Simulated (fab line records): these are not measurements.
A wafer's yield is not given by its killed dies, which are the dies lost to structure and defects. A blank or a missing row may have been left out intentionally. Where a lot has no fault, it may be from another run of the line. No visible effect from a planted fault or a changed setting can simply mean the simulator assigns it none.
Which tool was responsible? ; flow nand_harc ; 72 wafers from 24 lots sampled at 6 of the route's 1159 steps

== WHAT EACH GAUGE READ, for each wafer ==
NHARC_A_BLC_CD_MEAS_10 targets a cd of 100 nm. Usual: 100.0 nm for cd_nm, sd 0.53.
lot;measured;on;cd_nm (nm);flag
L075;day 18 04:28;cd_sem-02;99.7 99.7 99.4;
L076;day 18 06:24;cd_sem-03;100.5 100.3 100.6;
L074;day 18 08:11;cd_sem-02;100.0 100.8 100.2;
L078;day 18 09:29;cd_sem-02;99.3 100.3 99.6;
L077;day 18 10:20;cd_sem-02;99.9 100.2 100.5;
L079;day 18 12:35;cd_sem-02;100.9 100.6 100.5;
L081;day 19 12:00;cd_sem-03;99.5 99.2 100.1;
L080;day 19 12:09;cd_sem-02;100.1 100.5 100.0;
L083;day 19 16:22;cd_sem-01;99.4 99.5 99.9;
L082;day 19 22:32;cd_sem-02;99.8 99.8 99.7;
L084;day 21 01:53;cd_sem-02;100.3 100.2 99.6;
L087;day 21 03:01;cd_sem-02;99.2 98.9 99.4;
L088;day 21 05:38;cd_sem-03;100.2 100.0 99.0;
L086;day 21 14:28;cd_sem-03;99.8 100.2 100.2;
L091;day 21 20:20;cd_sem-03;100.5 100.4 101.1;
L085;day 22 03:58;cd_sem-01;99.2 99.6 99.8;
L089;day 22 04:49;cd_sem-01;100.4 99.5 100.9;
L090;day 22 05:26;cd_sem-02;100.9 99.9 100.4;
L093;day 22 05:39;cd_sem-03;100.4 99.7 100.7;
L092;day 22 06:15;cd_sem-01;99.9 99.7 100.7;
L094;day 22 12:32;cd_sem-02;99.5 100.3 100.1;
L095;day 22 17:23;cd_sem-02;99.1 99.5 99.4;
L097;day 22 17:37;cd_sem-03;100.3 101.5 101.3;
L096;day 22 21:08;cd_sem-02;100.0 99.9 100.2;

== EACH LOT AND THE TOOL THAT RAN IT (in order: tool; ch and the chambers of the sampled wafers; start) ==
lot;NHARC_A_CONTACT_ETCH_133;NHARC_A_CONTACT_ETCH_97;NHARC_A_CONTACT_ETCH_106;NHARC_A_CONTACT_DESCUM_13;NHARC_A_CONTACT_CVD_19
L075;har_cap_etch-01 ch 0,1, day 17 00:33;rie_diel-01 ch 0,2,3, day 17 01:39 or earlier;rie_diel-01 ch 0,1,2, day 17 01:39;rie_diel-05 ch 0,1,2, day 17 05:53;cvd_w-02 ch 0,1, day 18 02:48
L076;har_cap_etch-03 ch 0,1, day 17 02:13;rie_diel-13 ch 0,1,3, day 17 03:14 or earlier;rie_diel-13 ch 1,2,3, day 17 03:14;rie_diel-13 ch 1,2,3, day 17 07:17;cvd_w-02 ch 0,1, day 18 06:24 or earlier
L074;har_cap_etch-02 ch 0,1, day 17 08:03;rie_diel-05 ch 1,2, day 17 09:13 or earlier;rie_diel-05 ch 0,1,3, day 17 09:13;rie_diel-01 ch 1,2,3, day 17 11:55;cvd_w-02 ch 0,1, day 18 08:11 or earlier
L078;har_cap_etch-02 ch 0,1, day 17 11:15;rie_diel-01 ch 1,2,3, day 17 12:26 or earlier;rie_diel-01 ch 0,1, day 17 12:26;rie_diel-05 ch 0,3, day 17 15:11;cvd_w-02 ch 0,1, day 18 09:29 or earlier
L077;har_cap_etch-03 ch 0,1, day 17 11:27;rie_diel-13 ch 0,3, day 17 12:39 or earlier;rie_diel-05 ch 0,1,2, day 17 12:39;rie_diel-05 ch 0,2,3, day 17 15:35;cvd_w-02 ch 0,1, day 18 10:20 or earlier
L079;har_cap_etch-02 ch 0,1, day 17 15:52;rie_diel-13 ch 0,2,3, day 17 17:07 or earlier;rie_diel-05 ch 0,1,2, day 17 17:07;rie_diel-01 ch 1,2,3, day 17 21:07;cvd_w-02 ch 0,1, day 18 12:35 or earlier
L081;har_cap_etch-02 ch 0,1, day 18 17:41;rie_diel-01 ch 1,2,3, day 18 19:00 or earlier;rie_diel-13 ch 0,1,3, day 18 19:00;rie_diel-05 ch 0,2,3, day 18 21:44;cvd_w-01 ch 0,1, day 19 12:00 or earlier
L080;har_cap_etch-03 ch 0,1, day 18 20:33;rie_diel-05 ch 1,2, day 18 21:41 or earlier;rie_diel-01 ch 1,2,3, day 18 21:41;rie_diel-05 ch 0,2,3, day 19 00:56;cvd_w-02 ch 0, day 19 12:09 or earlier
L083;har_cap_etch-01 ch 0,1, day 19 07:16;rie_diel-01 ch 1,3, day 19 08:17 or earlier;rie_diel-05 ch 0,3, day 19 08:17;rie_diel-01 ch 1,3, day 19 11:07;cvd_w-01 ch 0,1, day 19 16:22 or earlier
L082;har_cap_etch-02 ch 0,1, day 19 09:41;rie_diel-01 ch 0,2,3, day 19 10:41 or earlier;rie_diel-05 ch 1,3, day 19 10:41;rie_diel-13 ch 1,2, day 19 13:34;cvd_w-01 ch 0,1, day 19 22:32 or earlier
L084;har_cap_etch-03 ch 0,1, day 20 13:05;rie_diel-13 ch 1,2,3, day 20 14:10 or earlier;rie_diel-13 ch 0,1,2, day 20 14:10;rie_diel-05 ch 1,2,3, day 20 19:00;cvd_w-02 ch 0,1, day 21 01:53 or earlier
L087;har_cap_etch-01 ch 0,1, day 20 13:14;rie_diel-05 ch 1,2,3, day 20 13:52;rie_diel-13 ch 0,1,3, day 20 14:23;rie_diel-01 ch 2,3, day 20 19:49;cvd_w-02 ch 0,1, day 21 03:01 or earlier
L088;har_cap_etch-01 ch 0,1, day 20 16:47;rie_diel-01 ch 1,2, day 20 17:52 or earlier;rie_diel-01 ch 1,2,3, day 20 17:52;rie_diel-05 ch 0,3, day 21 00:20;cvd_w-02 ch 0,1, day 21 05:38 or earlier
L086;har_cap_etch-01 ch 1, day 20 21:13;rie_diel-05 ch 0,1,2, day 20 22:23 or earlier;rie_diel-05 ch 1,3, day 20 22:23;rie_diel-05 ch 1,2,3, day 21 09:14;cvd_w-01 ch 0,1, day 21 14:28 or earlier
L091;har_cap_etch-03 ch 0,1, day 20 23:26;rie_diel-05 ch 0,2,3, day 21 00:31 or earlier;rie_diel-01 ch 1,2,3, day 21 00:31;rie_diel-05 ch 1,2, day 21 12:12;cvd_w-01 ch 0, day 21 20:20 or earlier
L085;har_cap_etch-01 ch 0,1, day 21 01:19;rie_diel-01 ch 0,2, day 21 02:25 or earlier;rie_diel-05 ch 1,3, day 21 02:25;rie_diel-13 ch 0,3, day 21 13:59;cvd_w-01 ch 0,1, day 22 03:58 or earlier
L089;har_cap_etch-03 ch 0,1, day 21 07:04;rie_diel-13 ch 1,2,3, day 21 08:08 or earlier;rie_diel-05 ch 1,2,3, day 21 08:08;rie_diel-05 ch 0,1,2, day 21 17:17;cvd_w-01 ch 0,1, day 22 04:49 or earlier
L090;har_cap_etch-01 ch 0,1, day 21 14:30;rie_diel-13 ch 0,1,3, day 21 15:34 or earlier;rie_diel-13 ch 0,2,3, day 21 15:34;rie_diel-05 ch 0,1,2, day 21 18:55;cvd_w-01 ch 0,1, day 22 05:26 or earlier
L093;har_cap_etch-01 ch 0,1, day 21 17:19;rie_diel-05 ch 1,2,3, day 21 19:25 or earlier;rie_diel-05 ch 0,1,3, day 21 19:25;rie_diel-13 ch 0,1,3, day 21 23:21;cvd_w-02 ch 0,1, day 22 05:39 or earlier
L092;har_cap_etch-03 ch 0,1, day 21 18:47;rie_diel-05 ch 1,2,3, day 21 20:22 or earlier;rie_diel-05 ch 1,2,3, day 21 20:22;rie_diel-05 ch 0,1, day 22 00:11;cvd_w-01 ch 0,1, day 22 06:15 or earlier
L094;har_cap_etch-01 ch 0,1, day 22 01:46;rie_diel-13 ch 1,3, day 22 02:59 or earlier;rie_diel-05 ch 2,3, day 22 02:59;rie_diel-01 ch 0,1,2, day 22 06:32;cvd_w-01 ch 1, day 22 12:32 or earlier
L095;har_cap_etch-01 ch 0,1, day 22 08:01;rie_diel-01 ch 0,2,3, day 22 09:06 or earlier;rie_diel-01 ch 0,1,2, day 22 09:06;rie_diel-05 ch 0,1,3, day 22 11:55;cvd_w-01 ch 0,1, day 22 17:23 or earlier
L097;har_cap_etch-02 ch 0,1, day 22 08:35;rie_diel-05 ch 1,2,3, day 22 09:35 or earlier;rie_diel-05 ch 0,1,2, day 22 09:35;rie_diel-13 ch 1,2, day 22 12:19;cvd_w-02 ch 0,1, day 22 17:37 or earlier
L096;har_cap_etch-01 ch 0,1, day 22 12:11;rie_diel-01 ch 0,1,2, day 22 13:14 or earlier;rie_diel-05 ch 1,2,3, day 22 13:14;rie_diel-13 ch 0,1,2, day 22 15:59;cvd_w-01 ch 0,1, day 22 21:08 or earlier
- NHARC_A_CONTACT_ETCH_133: etches the open film in C4F8/O2/Ar, time 195 s, target depth 840 nm.
- NHARC_A_CONTACT_ETCH_97: etches the open film in C4F6/O2, target depth 20 nm, time 10 s.
- NHARC_A_CONTACT_ETCH_106: etches the open film in CF4/O2, target depth 60 nm, overetch 6 nm, time 33 s.
- NHARC_A_CONTACT_DESCUM_13: chemistry O2, time 3 s.
- NHARC_A_CONTACT_CVD_19: deposits W, target thk 300 nm, time 802 s.

== AS READ BY THE TOOLS THEMSELVES (means over the sampled wafers that have a number; for cases with no such wafer, the mark the record gives instead) ==
NHARC_A_CONTACT_ETCH_97. Usual: drypump_motor_current_A 5.7 A, standard deviation 0.56; oes_product_au 0.958 a.u., standard deviation 0.022; rf_fwd_power_W 585.9 W, standard deviation 2.5; rf_vpp_V 546 V, standard deviation 3; showerhead_plenum_p_Torr 3.90 Torr, standard deviation 0.14; throttle_valve_pct 26.903 %, standard deviation 0.0088.
lot;tool;drypump_motor_current_A (A);oes_product_au (a.u.);rf_fwd_power_W (W);rf_vpp_V (V);showerhead_plenum_p_Torr (Torr);throttle_valve_pct (%);flag
L075;rie_diel-01;6.1;0.946;585.8;547;3.93;26.899;
L076;rie_diel-13;5.7;0.951;584.9;542;3.69;26.901;
L074;rie_diel-05;5.6;0.938;587.7;545;3.82;26.903;
L078;rie_diel-01;5.7;0.948;584.1;547;3.95;26.901;
L077;rie_diel-13;5.4;0.973;586.3;542;3.68;26.901;
L079;rie_diel-13;5.7;0.972;587.2;543;3.74;26.910;
L081;rie_diel-01;5.7;0.937;584.9;548;3.94;26.894;
L080;rie_diel-05;5.2;0.937;584.9;546;3.86;26.903;
L083;rie_diel-01;5.5;0.955;583.4;548;3.97;26.902;
L082;rie_diel-01;6.1;0.961;587.0;547;3.91;26.902;
L084;rie_diel-13;6.1;0.938;586.9;550;4.08;26.904;
L087;rie_diel-05;5.3;0.953;585.4;546;3.85;26.905;
L088;rie_diel-01;5.5;0.952;585.0;548;3.99;26.898;
L086;rie_diel-05;5.6;0.966;585.7;545;3.83;26.901;
L091;rie_diel-05;5.2;0.939;586.3;546;3.86;26.903;
L085;rie_diel-01;6.2;0.945;589.8;547;3.93;26.904;
L089;rie_diel-13;6.1;0.953;585.5;550;4.08;26.903;
L090;rie_diel-13;5.7;0.937;585.7;550;4.06;26.902;
L093;rie_diel-05;5.3;0.985;585.4;545;3.84;26.908;
L092;rie_diel-05;5.3;0.982;585.1;545;3.84;26.905;
L094;rie_diel-13;6.1;0.999;585.4;554;4.22;26.896;
L095;rie_diel-01;6.1;1.014;587.1;546;3.90;26.899;
L097;rie_diel-05;5.3;0.942;585.6;545;3.84;26.910;
L096;rie_diel-01;5.9;0.946;586.5;548;3.95;26.900;

NHARC_A_CONTACT_ETCH_106. Usual: drypump_motor_current_A 5.6 A (standard deviation 0.56); oes_o_777_au 1.000 a.u. (standard deviation 0.0048); oes_product_au 1.000 a.u. (standard deviation 0.0072); rf_fwd_power_W 295.1 W (standard deviation 1.7); rf_vpp_V 197.4 V (standard deviation 1.3); showerhead_plenum_p_Torr 1.32 Torr (standard deviation 0.047); throttle_valve_pct 13.396 % (standard deviation 0.0095).
lot;tool;drypump_motor_current_A (A);oes_o_777_au (a.u.);oes_product_au (a.u.);rf_fwd_power_W (W);rf_vpp_V (V);showerhead_plenum_p_Torr (Torr);throttle_valve_pct (%);flag
L075;rie_diel-01;5.9;0.998;0.996;294.7;198.8;1.36;13.391;
L076;rie_diel-13;6.0;1.003;1.006;294.1;196.5;1.25;13.385;
L074;rie_diel-05;5.6;0.999;0.992;295.6;197.8;1.30;13.406;
L078;rie_diel-01;5.5;0.998;0.994;293.7;198.9;1.38;13.395;
L077;rie_diel-05;5.5;1.001;0.997;295.0;197.1;1.30;13.387;
L079;rie_diel-05;5.5;1.000;0.996;294.8;196.5;1.30;13.387;
L081;rie_diel-13;5.7;1.001;1.001;296.5;196.2;1.25;13.398;
L080;rie_diel-01;5.7;0.999;0.998;293.9;197.6;1.34;13.400;
L083;rie_diel-05;5.3;1.000;0.997;295.9;196.7;1.31;13.399;
L082;rie_diel-05;5.7;0.999;0.994;296.2;196.8;1.29;13.396;
L084;rie_diel-13;6.0;0.999;0.999;294.9;197.5;1.33;13.397;
L087;rie_diel-13;5.7;1.000;1.003;296.0;198.5;1.39;13.404;
L088;rie_diel-01;5.7;0.997;0.998;292.8;197.5;1.34;13.397;
L086;rie_diel-05;5.4;1.002;1.004;295.4;196.5;1.31;13.394;
L091;rie_diel-01;5.7;0.999;0.997;293.2;198.3;1.34;13.400;
L085;rie_diel-05;5.7;1.002;1.000;296.9;196.8;1.29;13.397;
L089;rie_diel-05;5.3;1.001;0.994;296.2;196.4;1.31;13.398;
L090;rie_diel-13;5.7;1.001;1.006;295.5;197.8;1.33;13.396;
L093;rie_diel-05;5.6;1.000;1.000;295.8;197.0;1.30;13.396;
L092;rie_diel-05;5.3;1.005;0.998;295.7;197.7;1.31;13.386;
L094;rie_diel-05;4.9;0.995;0.996;296.6;197.0;1.32;13.403;
L095;rie_diel-01;5.9;0.997;1.008;295.3;198.1;1.35;13.401;
L097;rie_diel-05;5.5;0.996;0.995;295.3;197.1;1.30;13.389;
L096;rie_diel-05;5.2;1.003;1.007;296.7;196.7;1.31;13.390;

NHARC_A_CONTACT_DESCUM_13. Usual: drypump_motor_current_A 5.6 A, standard deviation 0.58; oes_product_au 0.999 a.u., standard deviation 0.0075; rf_vpp_V 57.7 V, standard deviation 0.84; showerhead_plenum_p_Torr 1.89 Torr, standard deviation 0.074; throttle_valve_pct 11.311 %, standard deviation 0.0092.
lot;tool;drypump_motor_current_A (A);oes_product_au (a.u.);rf_vpp_V (V);showerhead_plenum_p_Torr (Torr);throttle_valve_pct (%);flag
L075;rie_diel-05;5.5;0.998;58.6;1.86;11.308;
L076;rie_diel-13;6.0;1.012;57.6;1.80;11.311;
L074;rie_diel-01;5.7;0.998;57.6;1.93;11.310;
L078;rie_diel-05;5.5;0.994;57.8;1.87;11.307;
L077;rie_diel-05;5.2;0.994;57.0;1.88;11.310;
L079;rie_diel-01;5.7;0.997;57.2;1.92;11.313;
L081;rie_diel-05;5.2;0.996;58.0;1.88;11.313;
L080;rie_diel-05;5.2;0.989;57.6;1.88;11.313;
L083;rie_diel-01;5.3;1.000;58.6;1.97;11.314;
L082;rie_diel-13;6.4;1.000;57.4;1.79;11.315;
L084;rie_diel-05;5.3;0.996;57.4;1.87;11.305;
L087;rie_diel-01;5.9;0.995;57.7;1.89;11.312;
L088;rie_diel-05;5.3;0.990;57.1;1.88;11.309;
L086;rie_diel-05;5.3;1.009;57.5;1.87;11.307;
L091;rie_diel-05;5.7;1.012;58.1;1.85;11.312;
L085;rie_diel-13;5.4;1.000;57.9;1.99;11.310;
L089;rie_diel-05;5.6;0.999;57.8;1.86;11.306;
L090;rie_diel-05;5.6;0.994;57.7;1.86;11.317;
L093;rie_diel-13;5.7;1.002;57.5;1.99;11.314;
L092;rie_diel-05;6.0;0.995;57.6;1.84;11.316;
L094;rie_diel-01;5.9;1.009;58.1;1.93;11.308;
L095;rie_diel-05;5.6;0.998;57.7;1.86;11.303;
L097;rie_diel-13;6.4;1.001;57.7;1.99;11.309;
L096;rie_diel-13;6.0;1.004;58.5;1.91;11.306;

NHARC_A_CONTACT_CVD_19. Usual: heater_power_w 502 W, standard deviation 54; throttle_valve_pct 8.04 %, standard deviation 0.18.
lot;tool;heater_power_w (W);throttle_valve_pct (%);flag
L075;cvd_w-02;519;8.01;
L076;cvd_w-02;470;7.99;
L074;cvd_w-02;477;7.94;
L078;cvd_w-02;477;8.00;
L077;cvd_w-02;479;7.95;
L079;cvd_w-02;469;7.97;
L081;cvd_w-01;485;8.15;
L080;cvd_w-02;573;8.24;
L083;cvd_w-01;502;8.14;
L082;cvd_w-01;492;8.06;
L084;cvd_w-02;527;8.14;
L087;cvd_w-02;466;7.95;
L088;cvd_w-02;531;8.08;
L086;cvd_w-01;511;8.17;
L091;cvd_w-01;499;7.99;
L085;cvd_w-01;496;8.07;
L089;cvd_w-01;503;8.00;
L090;cvd_w-01;511;7.98;
L093;cvd_w-02;483;7.89;
L092;cvd_w-01;507;7.84;
L094;cvd_w-01;523;8.03;
L095;cvd_w-01;513;7.90;
L097;cvd_w-02;521;8.04;
L096;cvd_w-01;495;8.05;

== THE ANSWER, worked out from the rows above alone ==
Rule: a lot is off if the mean of its wafers that have a number lies more than 3 standard deviations from the usual mean. A lot without any number at a reading at which 4 lots or more have one is off too. All remaining lots with rows at the step are treated as sound. Order of review: gauges by route order, followed by the tools' own readings, for which a lot's mean as printed above is used. At the first step where some lot is off, the reading lying furthest off is the one used; lots without a number count as furthest.
Across all readings shown, no lot is off: no conclusion can be drawn from this.

== WHAT THE SIMULATOR HAD INSERTED ==
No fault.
